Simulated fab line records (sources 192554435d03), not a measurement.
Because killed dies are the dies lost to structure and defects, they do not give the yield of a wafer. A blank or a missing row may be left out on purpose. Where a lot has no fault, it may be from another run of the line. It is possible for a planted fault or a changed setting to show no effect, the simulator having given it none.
fab line records -- flow n5-finfet -- part 2 of 2: steps 16 to 27 of 27
[record] lots = 5, wafers = 15, last-day = 18
route steps=1938 shown HKMG_FIN@461 GATE_CUT@465
lots with no fault: from the same line, run without faults
start-h: the number of hours between the record's first day and the start of the first shown wafer of the lot -- wait-h: how many hours have passed since the lot's step before this one -- " identical to the entry in the row above -- L1.1+2: several wafers, shown together as one row -- - either no value or no given start -- * or withheld: withheld -- < > ~ a bound
route shown NAME@n: names a module that has steps shown in the file, with the first one's number in the route -- usual: the fault-free wafers' mean and standard deviation -- same: alike in all rows -- chamber/n: place in a boat -- sites: each site's reading -- _std_site: standard deviation across them -- _edge_site: the outer-site mean with the inner-site mean subtracted -- radius-mm: for every site, how far away it sits from the centre of the wafer -- mask NAME#n: copy n -- behind: the last tool/chamber to shape the wafer -- hold: why the lot went on hold/how many hours it stayed there/how the hold came to an end -- device: names the non-switching transistor (n, p or np) -- end of line: tests run on the same wafers once the route is complete -- where a step has no rows: the recipe by itself -- killed: dies that structure and defects cost at the first sort, which is not the same as the wafer's yield -- map: dies across one wafer; x = killed, . = not, _ = none there
set.NAME: setting as actually run; set.NAME@STEP: the setting as run at that earlier step -- model.NAME: the simulator's own value behind a step, which no gauge read
certain route steps with their lots: each step a table, each wafer a row
services: the hour from which a tool's chamber was out of use, counted from the record's first day as start-h (under 0 if before that day), plus the number of hours and why
[[steps]]
[step N5_GATE_CUT_COAT_34]
[recipe] resist = SOC, temp-c = 250, time-s = 60, spin-rpm = 1500, resist-thk-nm = 60
[usual] heater-power-total-W = 500.4/1.7, plate-temp-C = 249.99/0.17
lot.wafer,tool,chamber,start-h,wait-h,heater-power-total-W,plate-temp-C
L083.1,litho-track-03,0,142.46,0.0,500.9,250.03
L083.2,litho-track-03,0,142.46,0.0,501.6,249.82
L083.3,litho-track-03,0,142.46,0.0,502.3,250.05
L084.1,litho-track-03,0,149.90,0.0,502.9,249.89
L084.3,litho-track-03,0,149.90,0.0,499.6,249.90
L084.6,litho-track-03,0,149.90,0.0,503.3,249.81
L089.1,litho-track-03,0,172.61,0.0,501.7,250.16
L089.4,litho-track-03,0,172.61,0.0,499.2,249.78
L089.6,litho-track-03,0,172.61,0.0,503.0,250.31
L091.1,litho-track-04,0,186.36,0.1,497.8,250.33
L091.3,litho-track-04,0,186.36,0.1,501.0,250.06
L091.5,litho-track-04,0,186.36,0.1,497.5,249.84
L097.1,litho-track-03,0,226.94,0.0,502.3,249.99
L097.5,litho-track-03,0,226.94,0.0,500.0,249.95
L097.6,litho-track-03,0,226.94,0.0,501.0,250.02
[step N5_GATE_CUT_COAT_35]
[recipe] resist = SiARC, temp-c = 220, time-s = 60, spin-rpm = 1500, resist-thk-nm = 10
[usual] heater-power-total-W = 427.7/2.1, plate-temp-C = 220.03/0.15
lot.wafer,tool,chamber,start-h,wait-h,heater-power-total-W,plate-temp-C
L083.1,litho-track-03,0,-,-,429.8,219.98
L083.2,litho-track-03,0,-,-,427.1,220.23
L083.3,litho-track-03,0,-,-,430.9,220.21
L084.1,litho-track-03,0,-,-,425.0,220.03
L084.3,litho-track-03,0,-,-,427.7,220.33
L084.6,litho-track-03,0,-,-,430.9,219.95
L089.1,litho-track-03,0,-,-,428.3,219.90
L089.4,litho-track-03,0,-,-,427.8,219.96
L089.6,litho-track-03,0,-,-,429.4,219.82
L091.1,litho-track-04,0,-,-,429.0,220.10
L091.3,litho-track-04,0,-,-,430.1,219.90
L091.5,litho-track-04,0,-,-,428.7,219.96
L097.1,litho-track-03,0,-,-,424.5,220.01
L097.5,litho-track-03,0,-,-,426.7,219.99
L097.6,litho-track-03,0,-,-,425.6,219.86
[step N5_GATE_CUT_COAT_27]
[recipe] resist = underlayer, temp-c = 205, time-s = 60, spin-rpm = 1500, resist-thk-nm = 10
[usual] heater-power-total-W = 391.5/1.3, plate-temp-C = 205.00/0.16
lot.wafer,tool,chamber,start-h,wait-h,heater-power-total-W,plate-temp-C
L083.1,litho-track-03,0,-,-,390.0,204.99
L083.2,litho-track-03,0,-,-,391.3,205.03
L083.3,litho-track-03,0,-,-,392.4,204.88
L084.1,litho-track-03,0,-,-,391.5,204.92
L084.3,litho-track-03,0,-,-,391.5,205.23
L084.6,litho-track-03,0,-,-,393.9,204.78
L089.1,litho-track-03,0,-,-,390.0,204.90
L089.4,litho-track-03,0,-,-,389.6,205.28
L089.6,litho-track-03,0,-,-,390.2,205.10
L091.1,litho-track-04,0,-,-,389.9,205.07
L091.3,litho-track-04,0,-,-,390.1,205.17
L091.5,litho-track-04,0,-,-,393.2,204.81
L097.1,litho-track-03,0,-,-,392.0,204.98
L097.5,litho-track-03,0,-,-,393.8,204.85
L097.6,litho-track-03,0,-,-,392.7,204.94
[step N5_GATE_CUT_COAT_07]
[recipe] resist = CAR-EUV, spin-rpm = 1500, resist-thk-nm = 30
lot.wafer,tool,chamber,start-h,wait-h
L083.1+2+3,litho-track-03,0,-,-
L084.1+3+6,litho-track-03,0,-,-
L089.1+4+6,litho-track-03,0,-,-
L091.1+3+5,litho-track-04,0,-,-
L097.1+5+6,litho-track-03,0,-,-
[step N5_GATE_CUT_EBR_09]
[recipe] solvent = PGMEA, ebr-width-mm = 1.5
lot.wafer,tool,chamber,start-h,wait-h
L083.1+2+3,litho-track-03,0,-,-
L084.1+3+6,litho-track-03,0,-,-
L089.1+4+6,litho-track-03,0,-,-
L091.1+3+5,litho-track-04,0,-,-
L097.1+5+6,litho-track-03,0,-,-
[step N5_GATE_CUT_SOFTBAKE_08]
[recipe] temp-c = 110, time-s = 60, resist = CAR-EUV
[usual] heater-power-total-W = 175.3/1.6, plate-temp-C = 109.98/0.14
lot.wafer,tool,chamber,start-h,wait-h,heater-power-total-W,plate-temp-C
L083.1,litho-track-03,0,-,-,176.1,109.99
L083.2,litho-track-03,0,-,-,173.4,110.07
L083.3,litho-track-03,0,-,-,174.2,110.03
L084.1,litho-track-03,0,-,-,177.3,109.93
L084.3,litho-track-03,0,-,-,175.0,109.96
L084.6,litho-track-03,0,-,-,177.6,109.88
L089.1,litho-track-03,0,-,-,175.7,110.06
L089.4,litho-track-03,0,-,-,177.3,110.03
L089.6,litho-track-03,0,-,-,175.5,110.05
L091.1,litho-track-04,0,-,-,176.9,109.74
L091.3,litho-track-04,0,-,-,175.2,109.73
L091.5,litho-track-04,0,-,-,176.8,109.86
L097.1,litho-track-03,0,-,-,173.0,109.90
L097.5,litho-track-03,0,-,-,174.1,110.03
L097.6,litho-track-03,0,-,-,175.7,110.16
[step N5_GATE_CUT_EXPOSE_10]
[recipe] mask-id = GATE_CUT, na = 0.33, source-shape = annular, sigma-inner = 0.35, sigma-outer = 0.8, polarization = unpolarized, target-cd-nm = 20, dose-mj = 43.25
[same] na = 0.33
lot.wafer,tool,chamber,start-h,wait-h,mask
L083.1+2+3,euv-scanner-01,0,142.72,-,GATE_CUT#0
L084.1+3+6,euv-scanner-02,0,150.16,-,GATE_CUT#0
L089.1+4+6,euv-scanner-02,0,172.74,-,GATE_CUT#0
L091.1+3+5,euv-scanner-02,0,186.49,-,GATE_CUT#0
L097.1+5+6,euv-scanner-01,0,227.20,-,GATE_CUT#0
[step N5_GATE_CUT_PEB_11]
[recipe] peb-temp-c = 100, peb-time-s = 60, resist = CAR-EUV
[usual] heater-power-total-W = 154.0/1.2, plate-temp-C = 99.98/0.13
lot.wafer,tool,chamber,start-h,wait-h,heater-power-total-W,plate-temp-C
L083.1,litho-track-04,0,142.78,0.1,155.7,99.77
L083.2,litho-track-04,0,142.78,0.1,152.5,100.17
L083.3,litho-track-04,0,142.78,0.1,155.5,99.83
L084.1,litho-track-03,0,150.22,0.1,154.7,100.22
L084.3,litho-track-03,0,150.22,0.1,152.7,99.85
L084.6,litho-track-03,0,150.22,0.1,153.8,100.22
L089.1,litho-track-04,0,172.81,0.1,154.2,99.86
L089.4,litho-track-04,0,172.81,0.1,152.4,99.88
L089.6,litho-track-04,0,172.81,0.1,154.6,100.05
L091.1,litho-track-05,0,186.56,0.1,154.8,100.11
L091.3,litho-track-05,0,186.56,0.1,152.9,100.07
L091.5,litho-track-05,0,186.56,0.1,155.6,99.92
L097.1,litho-track-04,0,227.27,0.1,152.4,99.98
L097.5,litho-track-04,0,227.27,0.1,152.8,100.05
L097.6,litho-track-04,0,227.27,0.1,155.7,99.72
[step N5_GATE_CUT_DEVELOP_12]
[recipe] develop-time-s = 30, developer = TMAH, resist = CAR-EUV, rinse-liquid = surfactant-rinse, dry = air-spin, dev-temp-c = 23
lot.wafer,tool,chamber,start-h,wait-h
L083.1+2+3,litho-track-04,0,-,-
L084.1+3+6,litho-track-03,0,-,-
L089.1+4+6,litho-track-04,0,-,-
L091.1+3+5,litho-track-05,0,-,-
L097.1+5+6,litho-track-04,0,-,-
[step N5_GATE_CUT_CD_MEAS_13]
[recipe] target-cd-nm = 20, landing-energy-ev = 500, detector = se-inlens
[usual] cd-nm = 20.03/0.26
lot.wafer,tool,chamber,start-h,wait-h,cd-nm
L083.1,cd-sem-03,0,142.85,-,19.64
L083.2,cd-sem-03,0,142.85,-,19.84
L083.3,cd-sem-03,0,142.85,-,20.21
L084.1,cd-sem-02,0,150.29,-,20.26
L084.3,cd-sem-02,0,150.29,-,20.06
L084.6,cd-sem-02,0,150.29,-,20.44
L089.1,cd-sem-01,0,172.88,-,19.73
L089.4,cd-sem-01,0,172.88,-,20.23
L089.6,cd-sem-01,0,172.88,-,19.86
L091.1,cd-sem-01,0,186.63,-,20.04
L091.3,cd-sem-01,0,186.63,-,20.13
L091.5,cd-sem-01,0,186.63,-,20.02
L097.1,cd-sem-02,0,227.33,-,20.16
L097.5,cd-sem-02,0,227.33,-,19.80
L097.6,cd-sem-02,0,227.33,-,20.09
[step N5_GATE_CUT_OVL_MEAS_14]
[recipe] points-per-wafer = 522
[usual] GATE_CUT_OVL = -0.4/0.62
lot.wafer,tool,chamber,start-h,wait-h,GATE_CUT_OVL[nm]
L083.1,overlay-02,0,142.88,0.0,-0.2
L083.2,overlay-02,0,142.88,0.0,-0.1
L083.3,overlay-02,0,142.88,0.0,-0.1
L084.1,overlay-02,0,150.32,0.0,0.4
L084.3,overlay-02,0,150.32,0.0,0.0
L084.6,overlay-02,0,150.32,0.0,-0.1
L089.1,overlay-01,0,172.91,0.0,-0.5
L089.4,overlay-01,0,172.91,0.0,-0.5
L089.6,overlay-01,0,172.91,0.0,-0.9
L091.1,overlay-01,0,186.66,0.0,-0.1
L091.3,overlay-01,0,186.66,0.0,0.5
L091.5,overlay-01,0,186.66,0.0,0.0
L097.1,overlay-01,0,227.36,0.0,0.2
L097.5,overlay-01,0,227.36,0.0,-0.7
L097.6,overlay-01,0,227.36,0.0,-0.9
[step N5_GATE_CUT_INSPECT_15]
[recipe] mode = adi, inspect-instrument = brightfield
[usual] raw-defect-count = 135/46
lot.wafer,tool,chamber,start-h,wait-h,raw-defect-count
L083.1,defect-inspect-01,-,142.94,0.1,112
L083.2,defect-inspect-01,-,142.94,0.1,122
L083.3,defect-inspect-01,-,142.94,0.1,106
L084.1,defect-inspect-01,-,150.38,0.1,147
L084.3,defect-inspect-01,-,150.38,0.1,197
L084.6,defect-inspect-01,-,150.38,0.1,192
L089.1,defect-inspect-01,-,172.97,0.1,115
L089.4,defect-inspect-01,-,172.97,0.1,86
L089.6,defect-inspect-01,-,172.97,0.1,108
L091.1,defect-inspect-02,-,186.72,0.1,265
L091.3,defect-inspect-02,-,186.72,0.1,179
L091.5,defect-inspect-02,-,186.72,0.1,181
L097.1,defect-inspect-02,-,227.42,0.1,110
L097.5,defect-inspect-02,-,227.42,0.1,110
L097.6,defect-inspect-02,-,227.42,0.1,121
[[services]]
tool,chamber,start-h,hours,kind
wet-bench-02,-,119.07,3.8,repair
rie-metal-02,0,119.16,12.5,repair
cmp-01,-,120.55,1.3,repair
rie-diel-03,-,123.29,14.6,pm
rie-diel-04,2,124.85,24.6,repair
euv-scanner-01,-,127.41,1.0,pm
cmp-02,-,129.62,4.0,pm
euv-scanner-01,-,130.37,4.6,pm
euv-scanner-01,-,136.30,2.4,repair
euv-scanner-02,-,144.20,1.0,pm
pecvd-01,-,146.33,0.9,repair
cmp-04,-,151.66,0.4,repair
cmp-04,-,160.56,1.0,repair
rie-diel-04,0,161.53,6.6,repair
cmp-04,-,163.28,0.5,repair
cmp-02,-,163.61,2.4,repair
cmp-02,-,184.71,0.3,repair
pecvd-03,2,185.47,8.2,repair
pecvd-03,-,193.15,14.6,pm
rie-diel-04,3,193.45,8.9,repair
euv-scanner-02,-,200.35,1.0,pm
rie-diel-04,-,211.67,2.8,pm
cmp-02,-,214.46,3.9,repair
rie-diel-04,-,217.33,2.1,repair
